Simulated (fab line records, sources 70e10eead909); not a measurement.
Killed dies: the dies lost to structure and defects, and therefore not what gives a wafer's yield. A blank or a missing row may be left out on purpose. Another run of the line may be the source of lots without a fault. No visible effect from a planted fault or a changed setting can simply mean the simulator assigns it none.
fab line records	flow nandHarc
record: lots: 15	wafers: 43	lastDay: 33
route steps=1302 shown A_CONTACT@1016
lots that met no fault: taken from a fault-free run of the same line
startH: hours from the record's opening day to when the first of the lot's shown wafers began	waitH: hours from the lot's prior step to this one	" identical to the entry in the row above	L1.1+2: a row that stands for several wafers	- no value, or no start was given	* or withheld: withheld	< > ~ a bound
route shown NAME@n: a module of which the file shows steps, and the number in the route of the first	usual: mean/standard deviation of fault-free wafers	same: alike in all rows	chamber/n: place in a boat	sites: the reading at each site	_std_site: the standard deviation of these	_edge_site: mean of outer sites minus mean of inner sites	radiusMm: how far each site lies from the wafer's centre	mask NAME#n: copy n	behind: the last tool/chamber to shape the wafer	hold: cause of the lot's hold/its duration in hours/its outcome	device: which transistor (n, p or np) failed to switch	end of line: tests of these same wafers at the route's end	step lacking rows: just its recipe	killed: count of dies lost to structure and defects at first sort (not the wafer's yield)	map: the dies of a wafer, with x for killed, . for not killed, _ for no die there
set.NAME: the setting that was run; set.NAME@STEP: the one run at that earlier step	model.NAME: the simulator's own value behind a step, which no gauge read
steps of the route over a sample of lots; a table a step, a row a wafer
services: the hour from which a tool's chamber was out of use, counted from the record's first day as startH (under 0 if before that day), plus the number of hours and why
== steps ==
step: NHARC_A_CONTACT_ETCH_122
recipe: sourceW: withheld	pressureMtorr: 20	biasV: 3000	timeS: 190	targetDepthA: 18500	arFlowSccm: withheld	c4f8FlowSccm: withheld	o2FlowSccm: withheld	chemistry: C4F8/O2/Ar
same: timeS: 190
lot.wafer	tool	chamber	startH	waitH	rfHoursCounterH
L620.1	harCapEtch-02	0	503.50	0.1	82
L620.5	"	0	"	"	-
L620.6	"	1	"	"	-
L621.1	harCapEtch-02	0	513.11	0.1	85
L621.6	"	1	"	"	-
L621.5	"	0	"	"	-
L623.1	harCapEtch-01	0	520.69	0.1	2
L623.4	"	1	"	"	-
L623.6	"	0	"	"	-
L622.3	harCapEtch-03	0	524.09	0.1	-
L622.6	"	1	"	"	-
L622.5	"	0	"	"	-
L626.2	harCapEtch-02	0	548.63	0.1	96
L626.3	"	1	"	"	-
L626.4	"	0	"	"	-
L628.4	harCapEtch-01	1	576.18	0.1	-
L628.5	"	0	"	"	-
L628.6	"	1	"	"	-
L629.2	harCapEtch-03	1	583.12	0.1	57
L629.1	"	0	"	"	57
L629.5	"	1	"	"	-
L630.2	harCapEtch-03	0	593.74	0.2	59
L630.3	"	0	"	"	-
L630.6	"	1	"	"	-
L633.3	harCapEtch-03	1	604.91	0.2	-
L633.5	"	0	"	"	-
L632.3	harCapEtch-01	1	605.32	0.1	-
L632.5	"	1	"	"	-
L632.6	"	0	"	"	-
L631.3	harCapEtch-03	0	609.89	0.1	-
L631.5	"	1	"	"	-
L641.1	harCapEtch-01	0	694.89	0.1	35
L641.2	"	1	"	"	35
L641.4	"	0	"	"	-
L640.4	harCapEtch-02	0	696.02	0.1	-
L640.6	"	0	"	"	-
L640.5	"	1	"	"	-
L642.4	harCapEtch-03	0	715.67	0.1	-
L642.3	"	1	"	"	-
L642.5	"	1	"	"	-
L643.4	harCapEtch-02	1	716.62	0.2	-
L643.5	"	1	"	"	-
L643.6	"	0	"	"	-
step: NHARC_A_CONTACT_ETCH_90
recipe: targetDepthA: 400	overEtchFrac: 0.5	timeS: 85.7	ionEnergyEv: 120	ch3fFlowSccm: 50	o2FlowSccm: 30	arFlowSccm: 200	rfW: 500	biasW: 100	chemistry: CH3F/O2
usual: drypumpMotorCurrentA: 6.2/0.33	oesProductAu: 0.95/0.037	rfVppV: 244.3/1.8	showerheadPlenumPTorr: 2.45/0.12	throttleValvePct: 20.663/0.0085
same: timeS: 85.7
lot.wafer	tool	chamber	startH	waitH	drypumpMotorCurrentA	oesProductAu	rfHoursCounterH	rfVppV	showerheadPlenumPTorr	throttleValvePct
L620.1	rieDiel-10	0	504.66	0.9	6.1	0.93	11	247.3	2.60	20.656
L620.6	"	3	"	"	6.6	0.92	-	242.5	2.33	20.652
L620.5	"	0	"	"	6.1	0.94	-	246.3	2.60	20.672
L621.1	rieDiel-10	2	514.27	0.8	6.5	0.91	13	243.4	2.32	20.666
L621.5	"	3	"	"	6.6	0.91	-	241.8	2.33	20.675
L621.6	"	0	"	"	6.1	0.93	-	246.6	2.60	20.660
L623.1	rieDiel-11	1	521.86	0.9	5.5	0.92	29	244.5	2.42	20.644
L623.4	"	2	"	"	5.7	0.93	27	242.3	2.28	20.667
L623.6	"	3	"	"	6.5	0.91	-	245.7	2.63	20.669
L622.3	rieDiel-03	3	525.15	0.6	6.3	0.91	18	243.7	2.39	20.670
L622.6	"	3	"	"	6.2	0.91	-	244.0	2.39	20.657
L622.5	"	0	"	"	6.3	0.92	-	242.3	2.34	20.674
L626.3	rieDiel-11	0	549.75	0.7	5.8	0.93	38	244.1	2.46	20.660
L626.4	"	1	"	"	5.5	0.92	40	243.7	2.41	20.678
L626.2	"	3	"	"	6.5	0.92	37	245.6	2.62	20.664
L628.4	rieDiel-11	0	577.28	0.7	5.8	0.92	46	244.9	2.45	20.666
L628.5	"	3	"	"	6.5	0.91	-	247.0	2.62	20.669
L628.6	"	0	"	"	5.8	0.90	-	244.4	2.45	20.655
L629.2	rieDiel-11	1	584.26	0.9	5.5	0.92	48	244.3	2.41	20.658
L629.1	"	0	"	"	5.8	0.93	48	244.8	2.45	20.658
L629.5	"	1	"	"	5.5	0.93	-	243.4	2.41	20.662
L630.2	rieDiel-10	0	595.12	1.0	6.1	0.93	29	245.6	2.59	20.664
L630.3	"	1	"	"	6.1	0.91	-	244.9	2.51	20.660
L630.6	"	1	"	"	6.0	0.92	-	244.9	2.51	20.669
L633.3	rieDiel-11	0	606.19	0.7	5.8	0.93	55	245.5	2.45	20.676
L633.5	"	0	"	"	5.8	0.93	-	245.2	2.45	20.661
L632.3	rieDiel-10	3	606.46	0.8	6.5	0.97	0	243.6	2.33	20.666
L632.5	"	0	"	"	6.1	1.01	-	244.6	2.59	20.672
L632.6	"	1	"	"	6.0	1.00	-	245.8	2.51	20.672
L631.3	rieDiel-10	1	610.96	0.6	6.0	0.94	1	244.9	2.51	20.663
L631.5	"	0	"	"	6.1	0.95	-	245.1	2.59	20.672
L641.1	rieDiel-10	1	696.04	0.9	6.1	0.92	17	243.5	2.51	20.675
L641.4	"	2	"	"	6.5	0.92	17	243.3	2.31	20.663
L641.2	"	0	"	"	6.1	0.93	17	244.6	2.58	20.660
L640.4	rieDiel-10	2	697.15	0.8	6.5	1.00	17	243.0	2.30	20.672
L640.6	"	3	"	"	6.6	1.00	-	242.0	2.32	20.660
L640.5	"	0	"	"	6.1	1.00	-	246.9	2.58	20.660
L642.4	rieDiel-10	3	716.77	0.7	6.6	1.00	18	242.9	2.32	20.683
L642.3	"	2	"	"	6.5	1.00	19	242.0	2.30	20.664
L642.5	"	3	"	"	6.6	0.99	-	243.8	2.32	20.663
L643.4	rieDiel-10	1	717.97	0.8	6.0	1.01	18	241.5	2.51	20.686
L643.6	"	2	"	"	6.5	0.99	-	242.4	2.30	20.657
L643.5	"	3	"	"	6.6	0.99	-	241.8	2.32	20.662
step: NHARC_A_CONTACT_ETCH_96
recipe: targetDepthA: 200	overEtchFrac: 0.5	timeS: 10	ionEnergyEv: 250	c4f6FlowSccm: 25	o2FlowSccm: 20	arFlowSccm: 500	rfW: 600	biasW: 500	chemistry: C4F6/O2
usual: drypumpMotorCurrentA: 6.2/0.34	oesProductAu: 0.968/0.027	rfVppV: 547/3.7	showerheadPlenumPTorr: 3.91/0.18	throttleValvePct: 26.903/0.0092
same: timeS: 10
lot.wafer	tool	chamber	startH	waitH	drypumpMotorCurrentA	oesProductAu	rfHoursCounterH	rfVppV	showerheadPlenumPTorr	throttleValvePct
L620.1	rieDiel-10	0	-	-	6.1	0.955	11	551	4.13	26.901
L620.6	"	3	"	"	6.6	0.933	-	544	3.74	26.910
L620.5	"	0	"	"	6.1	0.948	-	551	4.13	26.902
L621.1	rieDiel-10	3	-	-	6.6	0.952	14	543	3.73	26.916
L621.6	"	1	"	"	6.0	0.952	-	549	4.02	26.904
L621.5	"	2	"	"	6.5	0.941	-	542	3.71	26.896
L623.1	rieDiel-11	0	-	-	5.8	0.938	29	546	3.92	26.892
L623.4	"	3	"	"	6.5	0.940	27	553	4.18	26.895
L623.6	"	0	"	"	5.8	0.936	-	547	3.92	26.892
L622.3	rieDiel-03	3	-	-	6.3	0.938	18	545	3.83	26.902
L622.6	"	3	"	"	6.3	0.933	-	545	3.83	26.901
L622.5	"	0	"	"	6.3	0.935	-	543	3.74	26.914
L626.3	rieDiel-11	3	-	-	6.5	0.939	37	552	4.17	26.912
L626.4	"	0	"	"	5.8	0.942	38	545	3.92	26.906
L626.2	"	1	"	"	5.5	0.948	40	545	3.86	26.905
L628.4	rieDiel-11	1	-	-	5.5	0.942	46	544	3.85	26.900
L628.6	"	0	"	"	5.9	0.962	-	547	3.91	26.927
L628.5	"	1	"	"	5.5	0.941	-	546	3.85	26.905
L629.1	rieDiel-11	3	-	-	6.5	0.934	46	550	4.16	26.890
L629.2	"	2	"	"	5.7	0.969	46	542	3.64	26.908
L629.5	"	0	"	"	5.8	0.968	-	548	3.91	26.884
L630.2	rieDiel-10	1	595.34	0.2	6.0	0.957	28	547	4.01	26.884
L630.3	"	0	"	"	6.1	0.956	-	552	4.12	26.900
L630.6	"	1	"	"	6.0	0.954	-	549	4.01	26.905
L633.3	rieDiel-11	0	-	-	5.8	0.970	55	546	3.91	26.904
L633.5	"	2	"	"	5.7	0.954	-	541	3.64	26.903
L632.3	rieDiel-10	1	-	-	6.0	1.010	1	550	4.01	26.902
L632.5	"	0	"	"	6.1	1.002	-	553	4.12	26.907
L632.6	"	1	"	"	6.0	0.999	-	549	4.01	26.896
L631.3	rieDiel-10	1	-	-	6.0	0.955	1	549	4.01	26.909
L631.5	"	2	"	"	6.5	0.943	-	543	3.70	26.900
L641.1	rieDiel-10	0	-	-	6.1	0.940	17	551	4.11	26.899
L641.4	"	1	"	"	6.0	0.960	17	549	4.00	26.884
L641.2	"	2	"	"	6.5	0.943	17	542	3.69	26.893
L640.4	rieDiel-10	0	-	-	6.1	1.012	17	551	4.11	26.901
L640.5	"	1	"	"	6.0	1.021	-	549	4.00	26.900
L640.6	"	2	"	"	6.5	1.006	-	544	3.69	26.904
L642.3	rieDiel-10	1	-	-	6.0	1.000	18	548	4.00	26.908
L642.4	"	3	"	"	6.6	0.992	18	542	3.72	26.886
L642.5	"	2	"	"	6.5	0.991	-	543	3.69	26.915
L643.4	rieDiel-10	2	-	-	6.5	0.995	19	542	3.69	26.896
L643.6	"	3	"	"	6.7	0.987	-	544	3.72	26.894
L643.5	"	0	"	"	6.1	1.007	-	550	4.11	26.898
step: NHARC_A_CONTACT_ETCH_76
recipe: targetDepthA: 2600	overEtchFrac: 0.3	timeS: 475.3	ionEnergyEv: 200	n2FlowSccm: 150	h2FlowSccm: 150	arFlowSccm: 0	rfW: 400	biasW: 150	chemistry: N2/H2
usual: drypumpMotorCurrentA: 6.2/0.33	n2FlowSccm: 150.1/0.49	oesProductAu: 0.997/0.01	rfVppV: 430/3.1	showerheadPlenumPTorr: 2.02/0.11	throttleValvePct: 14.171/0.0098
same: timeS: 475.3
lot.wafer	tool	chamber	startH	waitH	drypumpMotorCurrentA	n2FlowSccm	oesProductAu	rfHoursCounterH	rfVppV	showerheadPlenumPTorr	throttleValvePct
L620.1	rieDiel-11	1	510.19	-	5.5	150.6	0.990	24	430	2.00	14.162
L620.6	"	0	"	"	5.8	149.1	0.995	-	431	2.04	14.176
L620.5	"	1	"	"	5.5	150.2	1.002	-	430	2.01	14.167
L621.1	rieDiel-10	2	519.81	-	6.5	150.3	0.988	14	427	1.91	14.162
L621.6	"	0	"	"	6.1	149.9	1.014	-	434	2.16	14.163
L621.5	"	1	"	"	6.0	150.0	1.011	-	430	2.09	14.162
L623.4	rieDiel-10	2	527.59	-	6.5	150.1	0.981	16	425	1.91	14.186
L623.1	"	3	"	"	6.6	150.6	0.991	16	428	1.93	14.147
L623.6	"	3	"	"	6.6	150.5	0.984	-	428	1.93	14.177
L622.3	rieDiel-03	2	533.30	-	6.7	150.0	0.991	21	434	2.19	14.163
L622.6	"	1	"	"	6.1	150.7	1.004	-	427	1.91	14.161
L622.5	"	2	"	"	6.7	149.9	0.989	-	434	2.19	14.166
L626.4	rieDiel-10	1	555.12	-	6.0	150.3	0.998	19	432	2.09	14.181
L626.2	"	2	"	"	6.5	150.6	0.986	20	428	1.91	14.179
L626.3	"	0	"	"	6.1	149.6	1.003	19	433	2.16	14.174
L628.4	rieDiel-10	0	582.78	-	6.1	150.5	1.014	24	433	2.16	14.180
L628.5	"	3	"	"	6.6	150.2	0.998	-	428	1.92	14.183
L628.6	"	0	"	"	6.1	150.1	1.008	-	435	2.16	14.170
L629.2	rieDiel-10	0	591.99	0.1	6.1	150.4	1.011	27	436	2.16	14.172
L629.1	"	1	"	"	6.0	150.3	1.000	26	433	2.09	14.187
L629.5	"	1	"	"	6.0	151.2	0.996	-	432	2.09	14.162
L630.2	rieDiel-11	3	602.65	-	6.5	149.2	1.005	52	433	2.18	14.174
L630.3	"	1	"	"	5.5	150.4	0.990	55	429	2.00	14.154
L630.6	"	0	"	"	5.8	150.2	0.999	-	431	2.03	14.170
L633.3	rieDiel-10	2	612.39	-	6.5	149.4	0.835	1	428	1.91	14.167
L633.5	"	3	"	"	6.6	149.8	0.985	-	428	1.92	14.180
L632.3	rieDiel-10	0	613.58	-	6.1	149.9	0.837	3	433	2.15	14.180
L632.5	"	0	"	"	6.1	149.6	1.009	-	433	2.15	14.165
L632.6	"	1	"	"	6.0	150.0	1.001	-	432	2.09	14.179
L631.3	rieDiel-10	3	617.26	-	6.6	149.9	0.818	4	427	1.92	14.169
L631.5	"	3	"	"	6.6	150.0	0.991	-	427	1.92	14.160
L641.2	rieDiel-03	1	701.54	-	6.0	149.7	1.004	17	426	1.90	14.173
L641.4	"	2	"	"	6.7	150.7	0.992	16	434	2.17	14.176
L641.1	"	3	"	"	6.3	150.8	1.000	18	428	1.97	14.181
L640.4	rieDiel-11	1	703.67	-	5.5	150.3	0.998	24	430	1.99	14.186
L640.6	"	1	"	"	5.5	149.0	1.009	-	429	1.99	14.158
L640.5	"	2	"	"	5.7	150.2	0.995	-	435	2.21	14.176
L642.4	rieDiel-10	2	722.37	-	6.5	150.0	0.984	19	426	1.90	14.163
L642.3	"	0	"	"	6.1	150.0	0.999	19	435	2.15	14.172
L642.5	"	3	"	"	6.6	149.7	0.986	-	428	1.92	14.178
L643.4	rieDiel-11	0	723.44	-	5.8	151.2	0.998	35	430	2.02	14.170
L643.6	"	3	"	"	6.5	150.3	1.018	-	434	2.17	14.161
L643.5	"	0	"	"	5.8	150.7	1.008	-	428	2.02	14.168
== services ==
tool	chamber	startH	hours	kind
rieDiel-11	2	480.26	1.8	repair
harCapEtch-01	-	497.00	17.0	pm
rieDiel-10	0	502.25	-	clean
rieDiel-10	1	502.25	-	clean
rieDiel-10	2	502.25	-	clean
rieDiel-10	3	502.25	-	clean
rieDiel-10	0	526.75	-	clean
rieDiel-10	1	526.75	-	clean
rieDiel-10	2	526.75	-	clean
rieDiel-10	3	526.75	-	clean
rieDiel-10	0	551.25	-	clean
rieDiel-10	1	551.25	-	clean
harCapEtch-01	-	556.44	1.4	repair
rieDiel-03	0	558.29	5.3	repair
rieDiel-10	3	584.32	14.6	repair
rieDiel-03	3	593.75	15.1	repair
rieDiel-10	-	596.77	9.0	pm
rieDiel-11	-	609.53	9.0	pm
harCapEtch-02	-	624.21	1.0	repair
rieDiel-10	3	632.89	4.0	repair
rieDiel-03	-	635.43	9.0	pm
rieDiel-03	-	679.03	0.6	repair
rieDiel-03	0	689.40	2.4	repair
rieDiel-03	1	716.53	9.4	repair
== key ==
firstSign: step: NHARC_A_CONTACT_ETCH_76	reading: oesProductAu	direction: down	sigmas: 17	usual: 0.997	struck: 0.830
effect none on later readings
metAt NHARC_A_CONTACT_ETCH_76
struckLots L631,L632,L633
struckWafers L631.3,L632.3,L633.3
laterRowsLeftOut L631.3,L632.3,L633.3
sortLeftOut L631.3,L632.3,L633.3
testerLeftOut L631,L632,L633
notActingAt NHARC_A_CONTACT_ETCH_122,NHARC_A_CONTACT_ETCH_90,NHARC_A_CONTACT_ETCH_96
onsetBetween 591.99 612.39
fault: kind: processParameterDrift	tool: rieDiel-10	chamber: -	onsetH: 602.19	steps: NHARC_A_CONTACT_ETCH_76	channel: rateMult	offset: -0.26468	shape: step	endH: 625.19	scope: struckWafersOnly
testerLeftOut: of these lots the tester's yield and bins aren't shown, on N5 and GAA mostly nor the transistor test; their killed dies are dies lost to structure and defects alone, not to doping, threshold or leakage, so they don't give the yield
sortLeftOut: the simulated sort isn't trusted on such a fault, so these wafers' sort isn't shown, and their yield isn't known
laterRowsLeftOut: the simulator's readings of these wafers behind a module that went badly wrong aren't trusted and aren't shown, but for the sort
